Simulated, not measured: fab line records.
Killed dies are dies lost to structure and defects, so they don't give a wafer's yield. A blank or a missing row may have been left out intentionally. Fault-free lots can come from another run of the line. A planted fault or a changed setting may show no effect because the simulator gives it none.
Split-lot trial -- flow n5 finfet -- route with 1938 steps; 7 lots, 21 wafers read

== ON THE SPLIT ==
At N5_BEOL_M7_TRENCH_ETCH_37 (etches SiCOH lowk in C4F6/O2, target depth 93.478 nm, time 31.2 s), the setting time s was moved away from the recipe's 31.2 s on 7 of the 21 wafers read, by -18.9% to +14.3%. The other wafers ran this setting at the recipe's value.

== FROM THE SPLIT TO THE READING: what the file shows between them, 11 steps ==
- N5_BEOL_M7_ETCH_41: etches SiCN in CH3F/O2, target depth 31.9 nm, time 57.8 s
- N5_BEOL_M7_STRIP_80: strips in N2/H2, time 10 s
- N5_BEOL_M7_OCD_MEAS_38
- N5_BEOL_M7_HM_STRIP_39: strips TiN in peroxide tin strip, target depth 25 nm, time 158 s
- N5_BEOL_M7_SRD_40: time 30 s
- N5_BEOL_M7_ECD_50: material Cu, target thk 300 nm
- N5_BEOL_M7_ANNEAL_51: time 90 s
- N5_BEOL_M7_CMP_52: polishes, stops on SiCOH lowk, t overpolish 6.9 s, target thk 80 nm
- N5_BEOL_M7_THK_MEAS_53: measures by xrf
- N5_BEOL_M7_PRE_CLEAN_55: time 15 s
- N5_BEOL_M7_DEP_56: deposits SiCN from 3MS/NH3, target thk 10 nm, time 17.5 s

== THE READING ==
At N5_BEOL_M7_RS_MEAS_57, a four-point-probe measurement gives M7_RS in ohm/sq. Fault-free wafers of this fab line usually give 0.287 ohm/sq, standard deviation 0.0067 ohm/sq.

wafer,"tool, chamber at the split","time s as run, s",against the recipe,"M7_RS, ohm/sq",against lot-mates on the recipe
L074.1,"rie diel-03, 1",25.31,-18.9%,0.389,+0.093
L074.2,"rie diel-03, 3",25.31,-18.9%,0.395,+0.099
L074.6,"rie diel-03, 3",31.2,recipe,0.296,-
L076.1,"rie diel-03, 3",34.8,+11.5%,0.248,-0.037
L076.3,"rie diel-03, 2",34.8,+11.5%,0.251,-0.034
L076.6,"rie diel-03, 0",31.2,recipe,0.285,-
L079.2,"rie diel-05, 2",35.65,+14.3%,0.236,-0.046
L079.4,"rie diel-05, 3",31.2,recipe,0.284,-
L079.6,"rie diel-05, 2",31.2,recipe,0.280,-
L081.3,"rie diel-05, 2",31.2,recipe,0.282,-
L081.4,"rie diel-05, 0",31.2,recipe,0.292,-
L081.6,"rie diel-05, 1",31.2,recipe,0.279,-
L095.1,"rie diel-02, 2",31.2,recipe,0.284,-
L095.4,"rie diel-02, 3",31.2,recipe,0.288,-
L095.5,"rie diel-02, 0",31.2,recipe,0.281,-
L097.1,"rie diel-02, 1",31.2,recipe,0.301,-
L097.2,"rie diel-02, 0",31.2,recipe,0.286,-
L097.5,"rie diel-02, 1",31.2,recipe,0.298,-
L094.1,"rie diel-03, 0",34.24,+9.7%,0.250,-0.024
L094.3,"rie diel-03, 1",34.24,+9.7%,0.252,-0.022
L094.6,"rie diel-03, 2",31.2,recipe,0.274,-

FIT RESULTS
A straight line over all 21 wafers: M7_RS changes by -0.00462 ohm/sq for each +1% of time s; r = -0.97; the points scatter about the line by 0.01 ohm/sq.
The same after taking each lot's own level away (the mean of its wafers on the recipe; 21 wafers): -0.00411 ohm/sq for each +1%; r = -0.97; scatter 0.0087 ohm/sq.
The reading moves by 0.078 ohm/sq for the largest change in time s, on that fit.
Across the lots, their own levels run from 0.2740 to 0.2960 ohm/sq, a range of 3.3 times the standard deviation given above.
So the lot-to-lot level changes the slope: the two fits differ.
Check: for one of the wafers moved furthest among these (-18.9%), held out of the fit, the line's prediction against its lot-mates is +0.0776 ohm/sq. It came out at +0.093 ohm/sq against them.

== THESE WAFERS: OTHER SPLITS ==
Other splits were also applied to these wafers ahead of the reading. Each is held against what the fit with the lots' levels taken away leaves over:
other split on the same wafers,wafers away from the commonest value,r with M7_RS (lot level and that fit taken away)
N5_BEOL_M5_EXPOSE_25 dose mj,6,+0.13
N5_BEOL_M6_ETCH_41 time s,10,+0.32
N5_BEOL_M7_DESCUM_33 time s,7,-0.04

== THE WHOLE CHAIN: every reading that the file lists as answering this split, in the file's order ==
step,what it does,reading,change (the file's fit),r (the file's)
N5_BEOL_M7_TRENCH_ETCH_37,"etches SiCOH lowk in C4F6/O2, target depth 93.478 nm, time 31.2 s","BEOL_M7.feature depth nm (the simulator's own value, which no gauge read)",+0.895 nm for each +1% of the setting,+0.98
N5_BEOL_M7_TRENCH_ETCH_37,"etches SiCOH lowk in C4F6/O2, target depth 93.478 nm, time 31.2 s","etch.depth nm (the simulator's own value, which no gauge read)",+0.897 nm for each +1% of the setting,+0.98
N5_BEOL_M7_OCD_MEAS_38,,trench depth nm,+0.891 nm for each +1% of the setting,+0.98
N5_BEOL_M7_CMP_52,"polishes, stops on SiCOH lowk, t overpolish 6.9 s, target thk 80 nm","Cu_of_BEOL_M7_ECD_50.thk nm (the simulator's own value, which no gauge read)",+0.861 nm for each +1% of the setting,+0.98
N5_BEOL_M7_THK_MEAS_53,measures by xrf,M7_THK,+0.868 for each +1% of the setting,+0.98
N5_BEOL_M7_RS_MEAS_57,measures by four-point-probe,M7_RS,-0.00395 for each +1% of the setting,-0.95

== THE FILE'S OWN FIT ==
M7_RS changes by -0.00395 ohm/sq for each +1% of time s, r = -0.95.
